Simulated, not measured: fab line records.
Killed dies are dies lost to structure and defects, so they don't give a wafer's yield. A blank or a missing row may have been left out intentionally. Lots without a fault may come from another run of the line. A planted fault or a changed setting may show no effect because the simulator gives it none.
Lot-split experiment    flow n5 finfet    39 wafers read from 7 lots, route of 1938 steps

## ON THE SPLIT
At N5_HKMG_FIN_ETCH_32 (etches SOC in N2/H2, target depth 240 nm, time 300 s), the setting source w was moved away from the recipe's 840 W on 12 of the 39 wafers read, by -5.9% to +17.4%. This setting was run at the recipe's value on the other wafers.

The reading comes from the split's own step.

## THE READING
rf vpp V, in V, at N5_HKMG_FIN_ETCH_32 (etches SOC in N2/H2, target depth 240 nm, time 300 s). A value of 523.9 V with a standard deviation of 2.1 V is what fault-free wafers of this fab line usually give.

wafer   tool, chamber at the split  source w as run, W  against the recipe  rf vpp V, V  against lot-mates on the recipe
L077.1  rie diel-03, 0              840                 recipe              523.3        -
L077.2  rie diel-03, 1              986.1               +17.4%              494.8        -29.2
L077.3  rie diel-03, 2              986.1               +17.4%              499.1        -24.9
L077.4  rie diel-03, 3              840                 recipe              525.4        -
L077.5  rie diel-03, 2              986.1               +17.4%              497.9        -26.1
L077.6  rie diel-03, 1              840                 recipe              523.2        -
L079.1  rie diel-03, 3              840                 recipe              524.8        -
L079.2  rie diel-03, 2              790.7               -5.9%               538.1        +14.9
L079.3  rie diel-03, 0              790.7               -5.9%               536.1        +12.9
L079.4  rie diel-03, 1              840                 recipe              522.0        -
L079.5  rie diel-03, 1              840                 recipe              522.7        -
L079.6  rie diel-03, 2              790.7               -5.9%               537.8        +14.6
L081.1  rie diel-04, 3              840                 recipe              520.4        -
L081.2  rie diel-04, 1              840                 recipe              522.8        -
L081.3  rie diel-04, 0              840                 recipe              526.2        -
L081.4  rie diel-04, 2              840                 recipe              523.8        -
L081.5  rie diel-04, 0              840                 recipe              526.7        -
L081.6  rie diel-04, 1              840                 recipe              524.1        -
L086.1  rie diel-05, 1              840                 recipe              522.6        -
L086.2  rie diel-05, 0              840                 recipe              522.4        -
L086.3  rie diel-05, 3              840                 recipe              526.8        -
L086.4  rie diel-05, 2              840                 recipe              521.6        -
L086.5  rie diel-05, 0              840                 recipe              523.0        -
L086.6  rie diel-05, 1              840                 recipe              524.3        -
L092.1  rie diel-04, 2              939.8               +11.9%              504.1        -17.7
L092.2  rie diel-04, 1              840                 recipe              523.2        -
L092.3  rie diel-04, 3              939.8               +11.9%              501.0        -20.8
L092.4  rie diel-04, 2              840                 recipe              522.8        -
L092.5  rie diel-04, 1              939.8               +11.9%              505.2        -16.6
L092.6  rie diel-04, 3              840                 recipe              519.5        -
L093.1  rie diel-05, 0              925.2               +10.1%              506.9        -16.4
L093.2  rie diel-05, 2              840                 recipe              522.7        -
L093.3  rie diel-05, 3              925.2               +10.1%              508.7        -14.6
L093.4  rie diel-05, 3              840                 recipe              525.7        -
L093.5  rie diel-05, 2              925.2               +10.1%              503.3        -20.0
L093.6  rie diel-05, 0              840                 recipe              521.5        -
L097.2  rie diel-04, 3              840                 recipe              528.9        -
L097.3  rie diel-04, 1              840                 recipe              523.7        -
L097.4  rie diel-04, 0              840                 recipe              525.1        -

FIT RESULTS
A straight line over all 39 wafers: rf vpp V changes by -1.67 V for each +1% of source w; r = -0.98; the points scatter about the line by 2.4 V.
The same after taking each lot's own level away (the mean of its wafers on the recipe; 39 wafers): -1.65 V for each +1%; r = -0.98; scatter 2.2 V.
Per that fit: largest source w move, reading shift of 29 V.
From 521.83 to 525.90 V: that is the span of the lots' own levels, equal to 1.9 times the standard deviation above.
So the lot-to-lot level changes the slope little: the two slopes agree.
Check: -27.9 V against its lot-mates is what the line predicts for one of the wafers moved furthest among these (+17.4%) when that wafer is left out of the fit. It came out at -29.2 V against them.
Tool readings at the split's step, against how far the setting was moved: rf vpp V r = -0.98.

## ADDITIONAL SPLITS CARRIED BY THESE WAFERS
Before the reading, these wafers also passed through other splits. Each is held against what the fit with the lots' levels taken away leaves over:
other split on the same wafers           wafers away from the commonest value  r with rf vpp V (lot level and that fit taken away)
N5_ZERO_LAYER_PECVD_02 target thk a      15                                    -0.17
N5_FIN_SAQP_SPACER2_ALD_28 target thk a  18                                    +0.07
N5_DUMMY_GATE_CVD_03 target thk a        24                                    +0.32
N5_DUMMY_GATE_ETCH_31 target depth a     15                                    -0.10

## THE WHOLE CHAIN: every reading that the file lists as answering this split, in the file's order
step                 what it does                                          reading                                                                     change (the file's fit)               r (the file's)
N5_HKMG_FIN_ETCH_32  etches SOC in N2/H2, target depth 240 nm, time 300 s  rf vpp V                                                                    -1.61 V for each +1% of the setting   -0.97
N5_HKMG_FIN_ETCH_32  etches SOC in N2/H2, target depth 240 nm, time 300 s  etch.depth nm (the simulator's own value, which no gauge read)              +1.77 nm for each +1% of the setting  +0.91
N5_HKMG_FIN_ETCH_32  etches SOC in N2/H2, target depth 240 nm, time 300 s  HKMG_FIN.feature depth nm (the simulator's own value, which no gauge read)  +1.77 nm for each +1% of the setting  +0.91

## THE FILE'S OWN FIT
rf vpp V changes by -1.61 V for each +1% of source w, r = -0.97.
